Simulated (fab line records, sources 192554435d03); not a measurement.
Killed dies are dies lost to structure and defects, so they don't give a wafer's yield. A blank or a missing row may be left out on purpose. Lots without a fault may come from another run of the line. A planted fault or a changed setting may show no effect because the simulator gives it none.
One fault seen from 3 desks | flow n5_finfet | each desk has only its own numbers; what lay behind them comes last

THE DEFECT DESK
What the inspections along the route counted, lot by lot: means of the sampled wafers that have a number. A lot is out of limits, marked OUT, if its mean lies more than 4 standard deviations from the usual mean; the brackets give that distance.
Columns: A = raw_defect_count at N5_BEOL_M10_INSPECT_30, usual 396
lot  | first seen here | A
L615 | day 9 22:54     | 526
L625 | day 12 18:47    | 347
L635 | day 15 08:25    | 516
L634 | day 15 11:27    | 312
L637 | day 16 05:49    | 396
This desk's finding: nothing out of limits on any of the 5 lots.

THE METROLOGY DESK
What the gauges read, lot by lot, whatever tool the lot ran on: means of the sampled wafers that have a number. A lot is out of limits, marked OUT, if its mean lies more than 4 standard deviations from the usual mean; the brackets give that distance.
Columns: A = cd_nm at N5_BEOL_M10_CD_MEAS_28, usual 69.5 nm; B = V9_OVL at N5_BEOL_M10_OVL_MEAS_29, usual -0.3 nm
lot  | first seen here | A    | B
L615 | day 9 22:51     | 68.7 | -0.4
L625 | day 12 18:44    | 69.9 | 0.2
L635 | day 15 08:22    | 70.3 | -0.3
L634 | day 15 11:23    | 69.1 | 0.3
L637 | day 16 05:46    | 69.6 | -0.1
This desk's finding: nothing out of limits on any of the 5 lots.

THE TOOL OWNER'S DESK: rie_diel-05
The tool's own readings at N5_BEOL_M10_VIA_ETCH_34 (etches SiCOH lowk in C4F6/O2, target depth 184.5 nm, time 69.2 s): means of the sampled wafers that have a number, for each lot that ran on this tool. A lot is out of limits, marked OUT, if its mean lies more than 4 standard deviations from the usual mean; the brackets give that distance.
Columns: A = O2_flow_sccm at N5_BEOL_M10_VIA_ETCH_34, usual 10.00 sccm; B = drypump_motor_current_A at N5_BEOL_M10_VIA_ETCH_34, usual 5.4 A; C = oes_product_au at N5_BEOL_M10_VIA_ETCH_34, usual 0.79 a.u.; D = rf_vpp_V at N5_BEOL_M10_VIA_ETCH_34, usual 674 V; E = run_length_s at N5_BEOL_M10_VIA_ETCH_34, usual 92.5 s; F = showerhead_plenum_p_Torr at N5_BEOL_M10_VIA_ETCH_34, usual 2.90 Torr; G = throttle_valve_pct at N5_BEOL_M10_VIA_ETCH_34, usual 20.90 %
lot  | first seen here | A     | B   | C    | D   | E    | F    | G
L625 | day 12 19:09    | 10.00 | 5.2 | 0.88 | 675 | 92.8 | 2.88 | 20.65
L634 | day 15 11:44    | 10.02 | 5.3 | 0.81 | 664 | 91.2 | 2.78 | 21.08
This desk's finding: nothing out of limits on any of the 2 lots.

PUT TOGETHER
The defect desk saw nothing out of limits.
The metrology desk saw nothing out of limits.
The tool owner's desk saw nothing out of limits.

WHAT THE SIMULATOR HAD PUT IN
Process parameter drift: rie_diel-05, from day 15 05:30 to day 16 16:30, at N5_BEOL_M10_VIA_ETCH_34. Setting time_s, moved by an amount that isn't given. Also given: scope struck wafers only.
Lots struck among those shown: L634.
